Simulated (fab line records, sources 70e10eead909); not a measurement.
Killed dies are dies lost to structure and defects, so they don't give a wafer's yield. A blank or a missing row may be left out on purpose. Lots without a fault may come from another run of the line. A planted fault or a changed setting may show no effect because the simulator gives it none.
Chamber matching | flow nand_harc | NHARC_A_CONTACT_DEP_29 on pecvd-01: 3 sister chambers
The step deposits SiON, target thk 100 nm. 3 wafers are shown with their chamber, then 7 later ones without.

WAFERS WITH THEIR CHAMBER
wafer  | chamber | heater_power_w (W)
L804.6 | 0       | 623
L809.1 | 1       | 791
L809.3 | 2       | 842

WAFERS WITHOUT THEIR CHAMBER
wafer  | heater_power_w (W)
L809.5 | 860
L811.1 | 888
L811.3 | 756
L811.4 | 600
L822.1 | 855
L822.3 | 628
L822.4 | 616

WHICH CHAMBER EACH WENT THROUGH
wafer  | from the rows above | in truth
L809.5 | 2                   | 2
L811.1 | 2                   | 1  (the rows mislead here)
L811.3 | 1                   | 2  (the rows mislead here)
L811.4 | 0                   | 0
L822.1 | 2                   | 2
L822.3 | 0                   | 0
L822.4 | 0                   | 0
Placed correctly: 5 of 7. Can't be placed from these rows: 0. Placed wrongly: 2.
How it was worked out, from the rows above alone: a wafer's distance from a chamber is the root of the sum, over the readings, of the square of ((its reading less the chamber's mean) divided by the reading's scatter). The wafer belongs to the nearest chamber; if the next one is less than 2 further off, it can't be placed. A chamber's mean is the mean of its shown wafers. The scatter: with one shown wafer a chamber, the root of the mean of the squares of how far each hidden wafer lies from its nearest shown one.
